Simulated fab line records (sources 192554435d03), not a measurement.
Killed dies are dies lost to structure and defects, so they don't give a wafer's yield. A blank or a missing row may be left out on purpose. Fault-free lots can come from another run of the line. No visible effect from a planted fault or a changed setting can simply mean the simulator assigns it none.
One fault seen from 2 desks + flow n5Finfet + every desk sees just its own numbers, and what lay behind them comes last

## AT THE TOOL OWNER'S DESK: rieDiel-01
The tool's own readings at N5_MOL_CONTACT_COAG_VIA_ETCH_117 (etches SiO2 in C4F6/O2, target depth 40 nm, overetch 8 nm, time 26 s): means of the sampled wafers that have a number, for each lot that ran on this tool. Marked OUT: a lot whose mean sits more than 4 standard deviations from the usual mean, which makes it out of limits; the brackets give that distance.
Columns: A = C4F6_flow_sccm at N5_MOL_CONTACT_COAG_VIA_ETCH_117, usual 10.00 sccm; B = O2_flow_sccm at N5_MOL_CONTACT_COAG_VIA_ETCH_117, usual 10.000 sccm; C = drypumpMotorCurrentA at N5_MOL_CONTACT_COAG_VIA_ETCH_117, usual 5.6 A; D = oesProductAu at N5_MOL_CONTACT_COAG_VIA_ETCH_117, usual 0.70 a.u.; E = rfVppV at N5_MOL_CONTACT_COAG_VIA_ETCH_117, usual 1585 V; F = showerheadPlenumPTorr at N5_MOL_CONTACT_COAG_VIA_ETCH_117, usual 2.86 Torr; G = throttleValvePct at N5_MOL_CONTACT_COAG_VIA_ETCH_117, usual 40.9 %
| lot  | first seen here | A     | B      | C   | D    | E    | F    | G    |
|------|-----------------|-------|--------|-----|------|------|------|------|
| L258 | day 6 05:32     | 9.97  | 9.986  | 5.9 | 0.63 | 1618 | 2.88 | 40.6 |
| L271 | day 9 12:10     | 10.03 | 10.031 | 5.7 | 0.75 | 1590 | 2.97 | 40.7 |
| L272 | day 9 15:35     | 9.99  | 9.995  | 5.8 | 0.76 | 1613 | 2.82 | 40.2 |
| L275 | day 10 15:13    | 10.00 | 10.029 | 5.8 | 0.74 | 1599 | 2.89 | 40.4 |
| L276 | day 10 17:19    | 9.99  | 9.999  | 5.7 | 0.74 | 1598 | 2.89 | 40.5 |
This desk found nothing out of limits on any of the 5 lots.

## AT THE METROLOGY DESK
What the gauges read for every lot (on any tool): the sampled wafers with a number, averaged. Marked OUT: a lot whose mean sits more than 4 standard deviations from the usual mean, which makes it out of limits; the brackets give that distance. Of its 11 readings 7 are shown: those that lie furthest out on some lot.
Columns: A = cdNm at N5_MOL_CONTACT_COAG_CD_MEAS_101, usual 15.9 nm; B = DIBL_N at N5_BEOL_M4_RC_MEAS_101, usual 37.0 mV/V; C = DIBL_P at N5_BEOL_M4_RC_MEAS_101, usual 37.3 mV/V; D = IOFF_P at N5_BEOL_M4_RC_MEAS_101, usual 0.23 nA/um; E = ION_N at N5_BEOL_M4_RC_MEAS_101, usual 675 uA/um; F = ION_P at N5_BEOL_M4_RC_MEAS_101, usual 460 uA/um; G = VT_P at N5_BEOL_M4_RC_MEAS_101, usual -250 mV
| lot  | first seen here | A    | B    | C    | D    | E   | F   | G    |
|------|-----------------|------|------|------|------|-----|-----|------|
| L258 | day 6 05:53     | 16.2 | 36.6 | 37.9 | 0.24 | 677 | 469 | -248 |
| L271 | day 9 12:31     | 15.7 | 35.7 | 33.6 | 0.16 | 657 | 447 | -255 |
| L272 | day 9 15:56     | 16.8 | 33.8 | 35.4 | 0.16 | 666 | 451 | -256 |
| L275 | day 10 15:34    | 15.7 | 38.9 | 37.3 | 0.22 | 667 | 451 | -254 |
| L276 | day 10 17:40    | 15.6 | 37.8 | 38.9 | 0.27 | 681 | 468 | -247 |
This desk found nothing out of limits on any of the 5 lots.

## ALL TOGETHER
Nothing out of limits was seen by the tool owner's desk.
The metrology desk saw nothing out of limits.

## WHAT WAS PUT IN BY THE SIMULATOR
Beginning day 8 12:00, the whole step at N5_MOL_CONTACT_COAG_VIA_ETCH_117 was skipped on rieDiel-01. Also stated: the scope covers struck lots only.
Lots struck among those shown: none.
